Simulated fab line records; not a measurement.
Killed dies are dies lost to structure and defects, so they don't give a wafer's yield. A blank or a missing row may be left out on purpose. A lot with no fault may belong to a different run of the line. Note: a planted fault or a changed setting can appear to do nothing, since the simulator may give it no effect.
Struck lot and sound lot, side by side | flow n5-finfet | 15 out of 1938 route steps
Sound: wafers L827.2, L827.3, L827.6. Struck: wafer L816.6. (L816.3, L816.4 of the same lot were not struck and are left out.) The cause comes at the end.
At each step with rows: each side's tool, then ch and its chambers, then its first start. Under that, the readings that differ: sound wafers | struck wafers | difference of the means | sigmas: that difference in standard deviations of wafers without a fault.
alike: words and numbers the same on both sides, and readings whose means are apart by under 2 such deviations; not compared: readings that were withheld, readings missing a value for some wafer, numbers with overlapping values and no deviation given by the record, and bounds like >300 which may hide the same value.
Wherever a step has rows on one side only, a row that says differs or no value, or a row with sigmas, the two part there. When numbers do not overlap yet have no deviation, they are printed without sigmas and do not part them. A reading that every wafer of one side lacks parts them only if that side has two wafers or more.

first, 7 steps without rows for these wafers: N5_GATE_CUT_COAT_27 (time 60 s, resist thk 10 nm); N5_GATE_CUT_COAT_07 (resist thk 30 nm); N5_GATE_CUT_EBR_09; N5_GATE_CUT_SOFTBAKE_08 (time 60 s); N5_GATE_CUT_EXPOSE_10 (exposes mask GATE CUT, target cd 20 nm); N5_GATE_CUT_PEB_11 (peb time 60 s); N5_GATE_CUT_DEVELOP_12 (develop time 30 s).
N5_GATE_CUT_CD_MEAS_13 targets a cd of 20 nm.
  sound on cd-sem-01 ch 0, day 9 10:00; struck on cd-sem-01 ch 0, day 6 13:34
  alike: cd-nm
N5_GATE_CUT_OVL_MEAS_14:
  sound on overlay-02 ch 0, day 9 10:02; struck on overlay-01 ch 0, day 6 13:36
  alike: GATE_CUT_OVL
N5_GATE_CUT_INSPECT_15: inspects for defects (brightfield).
  sound on defect-inspect-01 at day 9 10:05; struck on defect-inspect-01 at day 6 13:38
  alike: raw-defect-count
N5_GATE_CUT_DESCUM_18: chemistry O2, time 7 s.
  sound on rie-diel-05 ch 0,1, day 9 10:11; struck on rie-diel-05 ch 1, day 6 14:10
  alike: drypump-motor-current-A, oes-product-au, rf-fwd-power-W, rf-vpp-V, showerhead-plenum-p-Torr, throttle-valve-pct
  not compared: rf-hours-counter-h
N5_GATE_CUT_ETCH_28: etches underlayer in N2/H2, target depth 13 nm, time 10.4 s.
  sound on rie-diel-05 ch 0,1, day 9 10:13; struck on rie-diel-05 ch 1, day 6 14:13
  alike: drypump-motor-current-A, etch-rf-on-time-s, oes-product-au, rf-fwd-power-W, rf-vpp-V, showerhead-plenum-p-Torr, throttle-valve-pct
  not compared: rf-hours-counter-h
N5_GATE_CUT_ETCH_36: etches SiARC in CF4, target depth 13 nm, time 21.7 s.
  sound on rie-diel-05 ch 0,1, day 9 10:14; struck on rie-diel-05 ch 1, day 6 14:14
  reading               | sound          | struck | difference | sigmas
  etch-rf-on-time-s (s) | 23.0 22.0 22.9 | 28.2   | +5.6       | +9
  alike: drypump-motor-current-A, oes-product-au, rf-fwd-power-W, rf-vpp-V, showerhead-plenum-p-Torr, throttle-valve-pct
  not compared: rf-hours-counter-h
N5_GATE_CUT_ETCH_37: etches SOC in N2/H2, target depth 60 nm, overetch 12 nm, time 90 s.
  sound on rie-diel-05 ch 0,1, day 9 10:16; struck on rie-diel-05 ch 1, day 6 14:15
  alike: drypump-motor-current-A, oes-product-au, rf-fwd-power-W, rf-vpp-V, showerhead-plenum-p-Torr, throttle-valve-pct
  not compared: rf-hours-counter-h
-- a jump in the record: the struck wafers' starts before and after are 4 days apart (it breaks off in module GATE_CUT and resumes in module BEOL_M4, where the first step shown is number 1111 of the route) --
N5_BEOL_M4_RC_MEAS_101:
  sound on prober-02 ch 0, day 14 05:29; struck on prober-01 ch 0, day 10 04:33
  reading       | sound          | struck | difference | sigmas
  SS_N (mV/dec) | 73.6 72.5 72.5 | 70.9   | -2.0       | -3
  alike: DIBL_N, DIBL_P, IOFF_N, IOFF_P, ION_N, ION_P, SS_P, VT_N, VT_P

## WHERE THEY PART
Earliest at N5_GATE_CUT_ETCH_36; latest, in this record, at N5_BEOL_M4_RC_MEAS_101.

WHY: what had been put in by the simulator
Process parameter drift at N5_GATE_CUT_ETCH_36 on rie-diel-05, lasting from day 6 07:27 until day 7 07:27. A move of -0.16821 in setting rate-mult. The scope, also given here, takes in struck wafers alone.
